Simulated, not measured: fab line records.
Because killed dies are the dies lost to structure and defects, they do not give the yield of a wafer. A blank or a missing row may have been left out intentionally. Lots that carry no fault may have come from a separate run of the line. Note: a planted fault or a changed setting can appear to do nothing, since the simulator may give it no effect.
Split-lot study | flow n5Finfet | route with 1938 steps; 7 lots, 39 wafers read

== ON THE SPLIT ==
At N5_BEOL_M0_TRENCH_ETCH_107 (etches SiOC in C4F6/O2, target depth 32.8 nm, time 16.4 s), the setting targetDepthA was moved away from the recipe's 328 angstrom on 15 of the 39 wafers read, by -31.8% to +55.7%. For the rest of the wafers, this setting stayed at what the recipe calls for.

== SPLIT TO READING: what lies between them in the file, 1 step ==
- N5_BEOL_M0_STRIP_142: strips in N2/H2, time 10 s

== THE READING ==
trenchDepthNm, in nm, at N5_BEOL_M0_OCD_MEAS_108. Typical for fault-free wafers on this fab line: 33.1 nm, with standard deviation 0.66 nm.

wafer  | tool, chamber at the split | targetDepthA as run, angstrom | against the recipe | trenchDepthNm, nm | against lot-mates on the recipe
L078.1 | rieDiel-03, 2,0            | 328                           | recipe             | 33.0              | -
L078.2 | rieDiel-03, 2,0            | 328                           | recipe             | 33.2              | -
L078.3 | rieDiel-03, 3              | 392.8                         | +19.8%             | 39.9              | +6.8
L078.4 | rieDiel-03, 3,2            | 392.8                         | +19.8%             | 39.8              | +6.7
L078.5 | rieDiel-03, 0              | 328                           | recipe             | 33.0              | -
L078.6 | rieDiel-03, 3,2            | 392.8                         | +19.8%             | 40.0              | +6.9
L082.1 | rieDiel-03, 3,0            | 328                           | recipe             | 33.7              | -
L082.2 | rieDiel-03, 1              | 328                           | recipe             | 34.1              | -
L082.3 | rieDiel-03, 2              | 328                           | recipe             | 33.5              | -
L082.4 | rieDiel-03, 3,0            | 328                           | recipe             | 33.5              | -
L082.5 | rieDiel-03, 0,3            | 328                           | recipe             | 33.0              | -
L082.6 | rieDiel-03, 0,3            | 328                           | recipe             | 33.4              | -
L083.1 | rieDiel-03, 2,0            | 328                           | recipe             | 33.0              | -
L083.4 | rieDiel-03, 2,0            | 328                           | recipe             | 33.1              | -
L083.5 | rieDiel-03, 3              | 328                           | recipe             | 33.5              | -
L088.1 | rieDiel-06, 0              | 223.6                         | -31.8%             | 21.8              | -10.2
L088.2 | rieDiel-06, 1              | 223.6                         | -31.8%             | 22.6              | -9.4
L088.3 | rieDiel-06, 2              | 328                           | recipe             | 31.6              | -
L088.4 | rieDiel-06, 3              | 328                           | recipe             | 32.5              | -
L088.5 | rieDiel-06, 0              | 223.6                         | -31.8%             | 21.5              | -10.5
L088.6 | rieDiel-06, 3              | 328                           | recipe             | 32.0              | -
L093.1 | rieDiel-06, 3              | 328                           | recipe             | 32.8              | -
L093.2 | rieDiel-06, 2              | 328                           | recipe             | 32.9              | -
L093.3 | rieDiel-06, 1              | 510.8                         | +55.7%             | 52.2              | +19.4
L093.4 | rieDiel-06, 2              | 510.8                         | +55.7%             | 49.9              | +17.1
L093.5 | rieDiel-06, 1              | 510.8                         | +55.7%             | 52.0              | +19.2
L093.6 | rieDiel-06, 3              | 328                           | recipe             | 32.7              | -
L094.1 | rieDiel-05, 2              | 416.1                         | +26.9%             | 42.3              | +9.0
L094.2 | rieDiel-05, 0              | 328                           | recipe             | 32.7              | -
L094.3 | rieDiel-05, 1              | 416.1                         | +26.9%             | 41.1              | +7.8
L094.4 | rieDiel-05, 3              | 416.1                         | +26.9%             | 42.4              | +9.1
L094.5 | rieDiel-05, 3              | 328                           | recipe             | 34.0              | -
L094.6 | rieDiel-05, 0              | 328                           | recipe             | 33.1              | -
L096.1 | rieDiel-06, 3              | 328                           | recipe             | 32.0              | -
L096.2 | rieDiel-06, 0              | 257.4                         | -21.5%             | 25.3              | -7.2
L096.3 | rieDiel-06, 2              | 257.4                         | -21.5%             | 25.3              | -7.2
L096.4 | rieDiel-06, 1              | 328                           | recipe             | 32.8              | -
L096.5 | rieDiel-06, 3              | 328                           | recipe             | 32.6              | -
L096.6 | rieDiel-06, 2              | 257.4                         | -21.5%             | 25.3              | -7.2
If several chambers appear in one row, that row covers several wafers at once and the file leaves open which wafer was in which chamber.

FIT RESULTS
A straight line over all 39 wafers: trenchDepthNm changes by +0.337 nm for each +1% of targetDepthA; r = +1.00; the points scatter about the line by 0.63 nm.
The same after taking each lot's own level away (the mean of its wafers on the recipe; 39 wafers): +0.329 nm for each +1%; r = +1.00; scatter 0.48 nm.
The reading moves by 18 nm for the largest change in targetDepthA, on that fit.
The lots' own levels span 32.03 to 33.53 nm, that is 2.3 times the standard deviation above.
The two slopes agree, so the slope changes little with the lot-to-lot level.
Check: with one of the wafers moved furthest among these (+55.7%) left out of the fit, the line predicts +18.2 nm for it against its lot-mates. It came out at +19.4 nm against them.

== ADDITIONAL SPLITS CARRIED BY THESE WAFERS ==
These wafers also went through other splits before the reading. Each is held against what the fit with the lots' levels taken away leaves over:
other split on the same wafers      | wafers away from the commonest value | r with trenchDepthNm (lot level and that fit taken away)
N5_STI_FIN_REVEAL_ALD_00 targetThkA | 15                                   | -0.02
N5_SD_EPI_N_EPI_21 timeS            | 12                                   | -0.15
N5_HKMG_FIN_ETCH_55 timeS           | 15                                   | +0.08
N5_MOL_CONTACT_COAG_ALD_27 timeS    | 18                                   | +0.13

== THE WHOLE CHAIN: every reading that the file lists as answering this split, in the file's order ==
step                       | what it does                                              | reading                                                                              | change (the file's fit)                | r (the file's)
N5_BEOL_M0_TRENCH_ETCH_107 | etches SiOC in C4F6/O2, target depth 32.8 nm, time 16.4 s | BEOL_M0.featureDepthNm (the simulator's own value, which no gauge read)              | +0.333 nm for each +1% of the setting  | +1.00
N5_BEOL_M0_TRENCH_ETCH_107 | etches SiOC in C4F6/O2, target depth 32.8 nm, time 16.4 s | TiN_of_BEOL_M0_SAQP_HM_DEP_02.thkNm (the simulator's own value, which no gauge read) | -0.0149 nm for each +1% of the setting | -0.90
N5_BEOL_M0_OCD_MEAS_108    |                                                           | trenchDepthNm                                                                        | +0.329 nm for each +1% of the setting  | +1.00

== FILE'S OWN FIT ==
trenchDepthNm changes by +0.329 nm for each +1% of targetDepthA, r = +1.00.
